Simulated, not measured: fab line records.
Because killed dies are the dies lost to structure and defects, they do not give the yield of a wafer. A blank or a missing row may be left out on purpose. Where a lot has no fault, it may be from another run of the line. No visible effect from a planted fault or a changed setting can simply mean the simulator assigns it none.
A struck lot beside a sound one | flow nand harc | 15 out of 1159 route steps
Sound: the wafers L265.1, L265.2, L265.3. Wafers L278.2, L278.4, L278.5 were the ones struck. The cause is named last.
For every step that has rows: the tool of each side, followed by ch and its chambers, followed by its first start. Under that, the readings that differ: sound wafers | struck wafers | difference of the means | sigmas: that difference in standard deviations of wafers without a fault.
alike: readings whose means differ by less than 2 such deviations, and words and numbers that are the same on both sides. not compared: withheld readings, readings that some wafer has no value for, bounds like >300 that may hide the same value, and numbers for which the record gives no deviation and whose values overlap.
The two part at a step that has a row with sigmas, a row that says differs or no value, or rows on one side only. When numbers do not overlap yet have no deviation, they are printed without sigmas and do not part them. A reading missing from all wafers of one side parts the sides only when that side holds two or more wafers.

first, 4 steps without rows for these wafers: NHARC_P_CONTACT_EBR_08; NHARC_P_CONTACT_EXPOSE_09 (exposes mask P CA, target cd 90 nm); NHARC_P_CONTACT_PEB_10 (peb time 65 s); NHARC_P_CONTACT_DEVELOP_11 (develop time 35 s).
NHARC_P_CONTACT_CD_MEAS_12: target cd 90 nm.
  sound on cd sem-02 ch 0, day 6 04:55; struck on cd sem-02 ch 0, day 9 16:34
  reading    | sound          | struck         | difference | sigmas
  cd nm (nm) | 90.0 91.4 90.0 | 89.6 87.8 89.0 | -1.7       | -3
NHARC_P_CONTACT_OVL_MEAS_13:
  sound on overlay-01 at day 6 05:00; struck on overlay-01 at day 9 16:39
  reading           | sound       | struck         | difference | sigmas
  overlay y nm (nm) | 0.4 0.8 0.1 | -1.8 -1.6 -1.7 | -2.1       | -2
  alike: overlay x nm
NHARC_P_CONTACT_INSPECT_14:
  sound on defect inspect-02 at day 6 05:02; struck on defect inspect-02 at day 9 16:41
  reading          | sound | struck | difference | sigmas
  raw defect count | 9 5 5 | 0 1 1  | -6         | -2
NHARC_P_CONTACT_DESCUM_17: chemistry O2, time 3 s.
  sound on rie diel-09 ch 0,2,3, day 6 05:06; struck on rie diel-13 ch 0,2,3, day 9 16:46
  alike: drypump motor current A, mfc ar sccm, oes product au, rf vpp V, showerhead plenum p Torr, throttle valve pct
  not compared: rf hours counter h
NHARC_P_CONTACT_ETCH_35: etches the open film in CF4, target depth 39 nm, time 65 s.
  sound on rie diel-09 ch 0,1,3, day 6 05:11; struck on rie diel-13 ch 0,1,3, day 9 16:50
  alike: drypump motor current A, mfc ar sccm, oes product au, rf fwd power W, rf vpp V, showerhead plenum p Torr, throttle valve pct
  not compared: rf hours counter h
NHARC_P_CONTACT_ETCH_36: etches the open film in N2/H2, target depth 260 nm, time 406.25 s.
  sound on rie diel-09 ch 1,2,3; struck on rie diel-13 ch 0,3
  alike: drypump motor current A, mfc ar sccm, oes product au, rf fwd power W, rf vpp V, showerhead plenum p Torr, throttle valve pct
  not compared: rf hours counter h
NHARC_P_CONTACT_ETCH_18: etches the open film in C4F8/O2/Ar, target depth 481 nm, time 240.5 s.
  sound on rie diel-09 ch 0,1,2; struck on rie diel-13 ch 0,2
  alike: oes product au, rf fwd power W, rf vpp V
  not compared: rf hours counter h
then, 1 step without rows for these wafers: NHARC_P_CONTACT_STRIP_37 (strips in C4F8/O2/Ar).
NHARC_P_CONTACT_ETCH_31: etches the open film in CH3F/O2, target depth 30 nm, time 85.7 s.
  sound on rie diel-09 ch 0,2,3, day 6 05:50; struck on rie diel-13 ch 1,2, day 9 17:30
  reading               | sound             | struck            | difference | sigmas
  oes product au (a.u.) | 0.971 0.993 0.982 | 0.659 0.671 0.678 | -0.313     | -20
  alike: ch3f flow sccm, drypump motor current A, mfc ar sccm, rf fwd power W, rf vpp V, showerhead plenum p Torr, throttle valve pct
  not compared: rf hours counter h
NHARC_P_CONTACT_CD_MEAS_19:
  sound on cd sem-01 at day 6 05:58; struck on cd sem-01 at day 9 17:38
  alike: cd nm
-- the record jumps here: 14 days lie between the struck wafers' starts before and after (it left off in module P_CONTACT and takes up again in module END, whose first step shown is number 1159 of the route) --
NHARC_END_SORT_01:
  at this point the record logs the struck wafers (prober-01 ch 0, day 24 01:55) and has no rows for the sound ones

## WHERE THEY PART
First at NHARC_P_CONTACT_CD_MEAS_12; last, within this record, at NHARC_END_SORT_01.

WHY: what the simulator had put in
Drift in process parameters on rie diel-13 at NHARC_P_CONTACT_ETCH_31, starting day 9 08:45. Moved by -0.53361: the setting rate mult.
